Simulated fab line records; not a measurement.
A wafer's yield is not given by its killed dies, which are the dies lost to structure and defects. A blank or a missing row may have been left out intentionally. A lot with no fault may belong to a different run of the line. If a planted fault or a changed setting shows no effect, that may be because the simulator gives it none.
fab line records    flow n5-finfet
record: lots: 4  wafers: 11  last-day: 18
route steps=1938 shown PMOS_HMC_CHANNEL_EPI@83 FIN_SAQP@90 FIN_CUT@174 STI_FIN_REVEAL@197 BEOL_M4@1111 PASSIVATION@1936
lots untouched by any fault: they come from a run of this same line in which no faults occurred
start-h: hours from the record's first day to the start of the lot's first wafer shown    wait-h: hours since the lot's step before    " repeats the value in the row above    L1.1+2: one row covering several wafers at once    - no value present, or no start provided    * or withheld: withheld    < > ~ a bound
route shown NAME@n: NAME is a module with steps in the file, n the number in the route of the first one    usual: mean and standard deviation over wafers with no fault    same: alike in all rows    chamber/n: place in a boat    sites: readings site by site    _std_site: the values' standard deviation    _edge_site: mean of outer sites minus mean of inner sites    radius-mm: for every site, how far away it sits from the centre of the wafer    mask NAME#n: copy n    behind: tool/chamber where the wafer was last shaped    hold: why the lot was held/for how many hours/how that ended    device: the transistor (n, p or np) that didn't switch    end of line: tests run on the same wafers once the route is complete    a step given without rows: its recipe and nothing more    killed: count of dies lost to structure and defects at first sort (not the wafer's yield)    map: shows each die of a wafer: x if killed, . if not, _ if none is there
set.NAME: the setting that was run; set.NAME@STEP: the one run at that earlier step    model.NAME: the simulator's own value behind a step, which no gauge read
lots at selected steps of the route; one table per step, one row per wafer
services: when a tool's chamber went out of use (start-h, in hours from the record's first day, below 0 if earlier), for how many hours, and the reason
== steps ==
step: N5_PMOS_HMC_CHANNEL_EPI_PRECLEAN_40
recipe: chemistry: DHF  time-s: 30  temp-c: 25  dilution: withheld
step: N5_PMOS_HMC_CHANNEL_EPI_PRECLEAN_37
recipe: chemistry: O3/DIW  time-s: 45  temp-c: 22  o3-ppm: 10
step: N5_PMOS_HMC_CHANNEL_EPI_PRECLEAN_24
recipe: chemistry: DHF  time-s: 30  temp-c: 25  dilution: withheld
step: N5_PMOS_HMC_CHANNEL_EPI_SRD_25
recipe: dry: ipa-marangoni  do-ppb: 5  time-s: 30  temp-c: 23  rinse-liquid: diw
step: N5_PMOS_HMC_CHANNEL_EPI_EPI_26
recipe: material: Si  target-thk-a: 38  temp-c: 650  precursor: SiH4/H2  pressure-torr: 20  time-s: 22.7
step: N5_FIN_SAQP_PRECLEAN_42
recipe: chemistry: O3/DIW  time-s: 60  temp-c: 22  o3-ppm: 10
step: N5_FIN_SAQP_PRECLEAN_00
recipe: chemistry: SC1  time-s: 60  temp-c: 55  mix: 1:2:50
step: N5_FIN_SAQP_PRECLEAN_44
recipe: chemistry: SC2  time-s: 45  temp-c: 35  mix: 1:1:50
step: N5_FIN_SAQP_SRD_01
recipe: dry: ipa-marangoni  time-s: 30  temp-c: 23  rinse-liquid: diw
step: N5_FIN_SAQP_ALD_61
recipe: material: SiO2  target-thk-a: 40  temp-c: 300  ald-precursor-family: BDEAS  ald-co-reactant: O2-plasma  pulse-time-s: 1  purge-time-s: 2  co-reactant-purge-time-s: 2  ald-cycles: 43  pressure-torr: 2
usual: ald-cycles: 43/0  heater-power-w: 499/49  precursor-pulse-height-rel: 0.998/0.019
lot.wafer  tool        chamber  start-h  wait-h  ald-cycles  heater-power-w  precursor-pulse-height-rel  model.SiO2_of_FIN_SAQP_ALD_61.thk-nm
L591.1     ald-sin-04  2        50.92    0.0     43          451             0.969                       3.978
L591.2     "           3        "        "       59          528             1.001                       5.441
L591.6     "           2        "        "       43          456             1.001                       3.997
L592.1     ald-sin-04  3        57.08    0.6     59          509             1.014                       5.466
L592.5     "           1        "        "       43          558             0.971                       4.012
L592.6     "           0        "        "       43          514             1.044                       4.015
L606.3     ald-sin-04  3        140.63   0.0     43          533             0.977                       3.961
L606.6     "           2        "        "       43          451             0.975                       3.968
L609.1     ald-sin-03  0        158.36   0.0     43          539             1.031                       4.016
L609.4     "           1        "        "       43          603             0.979                       3.996
L609.6     "           0        "        "       43          541             1.015                       3.998
step: N5_FIN_SAQP_DENSIFY_62
recipe: temp-c: 700  time-s: 60  ambient: N2  idle-temp-c: 600  ramp-up-c-per-s: 150  ramp-down-c-per-s: 60  cool-to-c: 600
step: N5_FIN_SAQP_HM_DEP_03
recipe: material: SiNx  target-thk-a: 380  temp-c: 400  precursor: SiH4/NH3/N2  pressure-torr: 1.5  rf-w: 300  time-s: 33.6
step: N5_FIN_SAQP_PECVD_47
recipe: material: a-Si  target-thk-a: 450  temp-c: 400  precursor: SiH4/He  pressure-torr: 3  rf-w: 100  time-s: 36.3
step: N5_FIN_SAQP_PECVD_48
recipe: material: SiNx  target-thk-a: 250  temp-c: 400  precursor: SiH4/NH3/N2  pressure-torr: 1.5  rf-w: 300  time-s: 22.1
step: N5_FIN_SAQP_PECVD_06
recipe: material: a-Si  target-thk-a: 600  temp-c: 400  precursor: SiH4/He  pressure-torr: 3  rf-w: 100  time-s: 48.1
step: N5_FIN_SAQP_HM_DEP_72
recipe: material: SiO2  target-thk-a: 120  temp-c: 400  precursor: SiH4/N2O  pressure-torr: 0.75  rf-w: 275  time-s: 7.2
step: N5_FIN_SAQP_COAT_49
recipe: resist: SOC  temp-c: 250  time-s: 60  spin-rpm: 1500  resist-thk-nm: 100
step: N5_FIN_SAQP_COAT_50
recipe: resist: SiARC  temp-c: 220  time-s: 60  spin-rpm: 1500  resist-thk-nm: 35
step: N5_FIN_SAQP_COAT_10
recipe: resist: CAR-ArF  spin-rpm: 1500  resist-thk-nm: 90
step: N5_FIN_SAQP_EBR_12
recipe: solvent: PGMEA  ebr-width-mm: 1.5
step: N5_FIN_SAQP_SOFTBAKE_11
recipe: temp-c: 110  time-s: 60  resist: CAR-ArF
step: N5_FIN_SAQP_EXPOSE_13
recipe: mask-id: FIN_CORE  na: 1.35  source-shape: dipole  sigma-inner: 0.538  sigma-outer: 0.738  polarization: te  target-cd-nm: 35.6  dose-mj: 63.25
step: N5_FIN_SAQP_PEB_14
recipe: peb-temp-c: withheld  peb-time-s: 60  resist: CAR-ArF
step: N5_FIN_SAQP_DEVELOP_15
recipe: develop-time-s: 30  developer: TMAH  resist: CAR-ArF  dev-temp-c: 23  rinse-liquid: diw  dry: air-spin
step: N5_FIN_SAQP_DESCUM_21
recipe: chemistry: O2  time-s: 7.9  source-power-w: 50  bias-power-w: 20  pressure-mtorr: 20  rf-frequency-hz: 2.712e+07  temp-c: 40  resist: CAR-ArF  o2-flow-sccm: 225
step: N5_FIN_SAQP_ETCH_51
recipe: chemistry: CF4  target: SiARC  target-depth-a: 455  mask-material: CAR-ArF  time-s: 75.8  ion-energy-ev: 80  pressure-mtorr: 40  source-w: 545  bias-w: 36  Ar_flow_sccm: 100  cf4-flow-sccm: 100  ends: cleared
step: N5_FIN_SAQP_ETCH_52
recipe: chemistry: N2/H2  target: SOC  target-depth-a: 1000  overetch-a: 200  mask-material: SiARC  temp-c: 40  time-s: 150  ion-energy-ev: 200  pressure-mtorr: 30  source-w: 840  bias-w: 150  n2-flow-sccm: 200  h2-flow-sccm: 200  ends: end-point
step: N5_FIN_SAQP_STRIP_53
recipe: chemistry: N2/H2  temp-c: 40  n2-flow-sccm: 200  h2-flow-sccm: 200  rf-frequency-hz: 6e+07
step: N5_FIN_SAQP_HM_OPEN_73
recipe: chemistry: CHF3/O2  target: SiO2  stop-on: a-Si  target-depth-a: 120  over-etch-frac: 1.8  mask-material: SOC  time-s: 16.8  pressure-mtorr: 30  source-w: 650  bias-w: 170  Ar_flow_sccm: 200  CHF3_flow_sccm: 50  O2_flow_sccm: 5  ion-energy-ev: 200  ends: end-point
step: N5_FIN_SAQP_STRIP_74
recipe: chemistry: CHF3/O2  resist: SiARC  rf-frequency-hz: 6e+07
step: N5_FIN_SAQP_MANDREL_ETCH_22
recipe: target-depth-a: 600  chemistry: HBr/Cl2  target: a-Si  stop-on: SiNx  bt-time-s: 10  over-etch-frac: 0.5  time-s: 30  pressure-mtorr: 10  icp-w: 800  bias-w: 75  HBr_flow_sccm: 150  Cl2_flow_sccm: 80  ends: end-point
step: N5_FIN_SAQP_STRIP_55
recipe: chemistry: N2/H2  power-w: 500  temp-c: 40  pressure-mtorr: 50  rf-frequency-hz: 6e+07  overash-fraction: 0.3  bias-power-w: 28  h2-frac: 0.5  n2-flow-sccm: 300  h2-flow-sccm: 300
step: N5_FIN_SAQP_STRIP_23
recipe: chemistry: SPM  time-s: 750  temp-c: 130  h2so4-h2o2-vol-ratio: 4
step: N5_FIN_SAQP_SRD_66
recipe: dry: ipa-marangoni  time-s: 30  temp-c: 23  rinse-liquid: diw
step: N5_FIN_CUT_CUT_ETCH_27
recipe: chemistry: CHF3/O2  target: SiO2  target-depth-a: 40  mask-material: SOC  overetch-a: 20  time-s: 4.9  pressure-mtorr: 30  source-w: 650  bias-w: 170  Ar_flow_sccm: 200  CHF3_flow_sccm: 50  O2_flow_sccm: 5  ion-energy-ev: 200
usual: drypump-motor-current-A: 5.7/0.41  oes-product-au: 0.60/0.054  rf-vpp-V: 524/13  showerhead-plenum-p-Torr: 2.44/0.085  throttle-valve-pct: 18.90/0.2
lot.wafer  tool         chamber  start-h  wait-h  drypump-motor-current-A  oes-product-au  rf-hours-counter-h  rf-vpp-V  showerhead-plenum-p-Torr  throttle-valve-pct  model.etch.depth-nm
L591.1     rie-diel-06  0        57.71    0.0     5.5                      0.54            231                 551       2.38                      19.02               3.978
L591.2     "            3        "        "       5.1                      0.65            222                 502       2.39                      19.01               5.441
L591.6     "            2        "        "       6.2                      0.57            -                   521       2.47                      18.46               3.997
L592.1     rie-diel-01  3        64.53    0.0     6.4                      0.66            227                 526       2.45                      18.62               5.466
L592.5     "            1        "        "       5.2                      0.58            -                   515       2.52                      19.09               4.012
L592.6     "            0        "        "       5.9                      0.58            -                   512       2.38                      19.16               4.015
L606.3     rie-diel-06  1        147.63   0.0     5.2                      0.65            57                  539       2.53                      18.95               3.961
L606.6     "            2        "        "       6.2                      0.54            -                   521       2.46                      18.53               3.968
L609.1     rie-diel-02  2        165.18   0.0     5.7                      0.72            28                  521       2.56                      18.81               4.016
L609.4     "            1        "        "       5.8                      0.58            171                 517       2.41                      18.86               3.996
L609.6     "            0        "        "       5.7                      0.59            -                   544       2.48                      19.04               3.998
step: N5_STI_FIN_REVEAL_STRIP_16
recipe: chemistry: H3PO4  material: SiNx  temp-c: 165  target-depth-a: 238  overetch-fraction: 0.4964  dry: ipa-marangoni
lot.wafer   tool          chamber  start-h  wait-h  model.SiO2_of_FIN_SAQP_ALD_61.thk-nm
L591.1+6    wet-bench-03  2,1      66.30    1.1     3.8
L591.2      "             3        "        "       5.2
L592.1      wet-bench-05  4        72.72    1.1     5.2
L592.5+6    "             5,2      "        "       3.8
L606.3+6    wet-bench-03  1,5      155.90   0.6     3.8
L609.1+4+6  wet-bench-03  7,3,5    173.15   1.1     3.8
step: N5_BEOL_M4_RC_MEAS_101
usual: DIBL_N: 36.2/2.4  DIBL_P: 36.2/2.6  IOFF_N: 0.16/0.045  IOFF_P: 0.21/0.046  ION_N: 674/17  ION_P: 463/11  SS_N: 71.5/0.77  SS_P: 73.1/0.76  VT_N: 250/3.9  VT_P: -250/3.9
lot.wafer  tool       chamber  start-h  wait-h  DIBL_N[mV/V]  DIBL_P[mV/V]  IOFF_N[nA/um]  IOFF_P[nA/um]  ION_N[uA/um]  ION_P[uA/um]  SS_N[mV/dec]  SS_P[mV/dec]  VT_N[mV]  VT_P[mV]
L591.1     prober-01  0        188.25   0.0     35.2          36.5          0.15           0.21           683           475           71.0          73.4          250       -249
L591.2     "          0        "        "       32.9          34.5          0.12           0.18           663           466           70.4          72.9          254       -251
L591.6     "          0        "        "       33.4          33.9          0.12           0.18           667           466           70.9          72.0          252       -252
L592.1     prober-02  0        238.57   0.0     34.8          33.0          0.12           0.14           654           442           71.3          71.8          258       -256
L592.5     "          0        "        "       38.3          39.3          0.19           0.22           676           456           72.2          74.0          248       -253
L592.6     "          0        "        "       37.9          38.0          0.20           0.22           690           469           71.7          73.4          247       -249
L606.3     prober-02  0        294.65   0.3     33.9          33.7          0.14           0.17           694           471           70.7          73.0          246       -252
L606.6     "          0        "        "       34.7          35.6          0.15           0.19           697           473           71.7          72.7          247       -250
L609.1     prober-01  0        319.41   0.8     38.5          38.9          0.22           0.28           699           476           71.9          73.4          246       -245
L609.4     "          0        "        "       34.5          34.9          0.16           0.22           698           479           71.4          72.1          247       -247
L609.6     "          0        "        "       37.4          37.8          0.19           0.26           679           463           71.9          73.5          248       -245
step: N5_PASSIVATION_PROBE_49
usual: defect-limited-yield: 91.2/1.4  killed_at_M0_to_M3: 33/9.5  killed_at_M4_up: 13/4.7  killed-at-contacts: 11/5.3  killed-at-front-end: 42/12  killed-at-other: 5/3.3  killed-dies: 104/17  killed-open: 67/12  killed-short: 33/7.7  sort_bin_5_function: 5.1/0.94  sort_bin_6_memory: 3.3/0.67  sort_bin_8_speed: 0.1/1.3  sort-n-pass: 1074/24  sort-yield-pct: 91.1/2
same: gross-dies: 1180  killed-at-back-side: 0  sort_bin_4_leakage[%]: 0
lot.wafer  tool       chamber  start-h  wait-h  defect-limited-yield[%]  killed_at_M0_to_M3  killed_at_M4_up  killed-at-contacts  killed-at-front-end  killed-at-other  killed-dies  killed-open  killed-short  sort_bin_5_function[%]  sort_bin_6_memory[%]  sort_bin_8_speed[%]  sort-n-pass  sort-yield-pct[%]
L592.6     prober-01  -        366.90   0.3     91.0                     43                  15               8                   28                   12               106          70           25            4.8                     3.7                   0                    1074         91.0
L606.3     prober-02  -        406.99   0.1     90.6                     26                  21               19                  44                   1                111          90           15            5.2                     3.6                   0                    1069         90.6
L606.6     prober-02  -        407.14   0.3     92.5                     32                  14               8                   31                   4                89           62           25            4.7                     2.8                   0                    1091         92.5
L609.1     prober-02  -        432.29   0.0     90.5                     24                  14               17                  54                   3                112          69           41            4.5                     4.5                   0                    1068         90.5
L609.4     prober-02  -        432.44   0.2     91.4                     21                  13               7                   56                   5                102          65           34            5.5                     2.8                   0                    1078         91.4
L609.6     prober-02  -        432.54   0.3     91.9                     28                  11               7                   47                   2                95           65           29            4.5                     3.1                   0                    1085         91.9
killed by level:class
L592.6 PASSIVATION:area-etch=11 BEOL_M2:geometric-particle:open=10 BEOL_M3:geometric-particle:open=9 BEOL_M0_SAQP:geometric-particle:open=8 BEOL_M0_SAQP:geometric-particle:short=8 BEOL_M5:geometric-particle:open=7 MOL_CONTACT_COAG:geometric-particle:open=5 STARTING-WAFER:geometric-particle:open=5
L606.3 STI_FIN_REVEAL:geometric-particle:open=16 MOL_CONTACT_COAG:geometric-particle:open=16 DUMMY_GATE:geometric-particle:open=9 BEOL_M4:geometric-particle:open=8 BEOL_M0_SAQP:geometric-particle:open=7 BEOL_M2:geometric-particle:open=7 BEOL_M3:geometric-particle:open=7 BEOL_M6:geometric-particle:open=6
L606.6 BEOL_M2:geometric-particle:open=9 BEOL_M3:geometric-particle:open=8 MOL_CONTACT_COAG:geometric-particle:open=7 BEOL_M1:geometric-particle:open=7 DUMMY_GATE:geometric-particle:open=5 BEOL_M4:geometric-particle:open=5 STI_FIN_REVEAL:geometric-particle:open=4 GATE_CUT:geometric-particle:open=4
L609.1 MOL_CONTACT_COAG:geometric-particle:open=15 FIN_SAQP:geometric-particle:short=14 FIN_SAQP:geometric-particle:open=11 STI_FIN_REVEAL:geometric-particle:open=10 BEOL_M0_SAQP:geometric-particle:open=6 BEOL_M2:geometric-particle:open=6 BEOL_M4:geometric-particle:open=5 BEOL_M0_SAQP:geometric-particle:short=5
L609.4 FIN_SAQP:geometric-particle:open=24 FIN_SAQP:geometric-particle:short=16 BEOL_M3:geometric-particle:open=7 BEOL_M5:geometric-particle:open=5 BEOL_M1:geometric-particle:open=5 STI_FIN_REVEAL:geometric-particle:open=4 MOL_CONTACT_COAG:geometric-particle:open=4 BEOL_M6:geometric-particle:open=4
L609.6 FIN_SAQP:geometric-particle:open=14 FIN_SAQP:geometric-particle:short=13 BEOL_M1:geometric-particle:open=9 STI_FIN_REVEAL:geometric-particle:open=8 BEOL_M0_SAQP:geometric-particle:short=7 BEOL_M3:geometric-particle:open=7 MOL_CONTACT_COAG:geometric-particle:open=6 BEOL_M4:geometric-particle:open=5
== services ==
tool          chamber  start-h  hours  kind
rie-diel-06   3        28.21    5.1    repair
rie-diel-01   1        38.58    10.4   repair
ald-sin-03    -        56.38    1.0    repair
rie-diel-06   3        62.83    13.2   repair
ald-sin-04    -        66.74    0.3    repair
ald-sin-04    -        86.24    14.0   pm
ald-sin-04    0        86.24    14.0   vent-cycle
ald-sin-04    1        86.24    14.0   vent-cycle
ald-sin-04    2        86.24    14.0   vent-cycle
ald-sin-04    3        86.24    14.0   vent-cycle
ald-sin-04    0        100.24   -      clean
ald-sin-04    1        100.24   -      clean
ald-sin-04    2        100.24   -      clean
ald-sin-04    3        100.24   -      clean
wet-bench-03  -        103.97   2.4    repair
rie-diel-01   1        109.26   19.6   repair
rie-diel-01   0        121.21   7.5    repair
rie-diel-06   0        123.19   -      clean
rie-diel-06   0        123.19   -      consumable-replace:focus-ring
rie-diel-06   0        123.19   19.6   scheduled-down
rie-diel-06   0        123.19   19.6   vent-cycle
rie-diel-01   3        148.32   7.9    repair
rie-diel-06   3        154.22   -      clean
rie-diel-06   3        154.22   -      consumable-replace:focus-ring
== key ==
first-sign: step: N5_FIN_SAQP_ALD_61  reading: ald-cycles  direction: up  sigmas: 99+  usual: *  struck: *
effect none on later readings
model-effect: step: N5_FIN_SAQP_ALD_61  value: SiO2_of_FIN_SAQP_ALD_61.thk-nm  without: 3.965  struck: 5.453
model-effect: step: N5_FIN_CUT_CUT_ETCH_27  value: etch.depth-nm  without: 3.965  struck: 5.453
model-effect: step: N5_STI_FIN_REVEAL_STRIP_16  value: SiO2_of_FIN_SAQP_ALD_61.thk-nm  without: 3.7  struck: 5.2
met-at N5_FIN_SAQP_ALD_61
struck-wafers L591.2,L592.1
baseline-loss: step: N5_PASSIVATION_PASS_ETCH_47  wafers: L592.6
fault: kind: process-parameter-drift  tool: ald-sin-04  chamber: 3  onset-h: 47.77  steps: N5_FIN_SAQP_ALD_61  channel: ald-cycles  offset: *  shape: step  end-h: 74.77  acts-in: *  stated: *
baseline-loss: these wafers lose ten dies or more at that step, a loss of the line's own and not of a fault; the sort's usual values leave them out
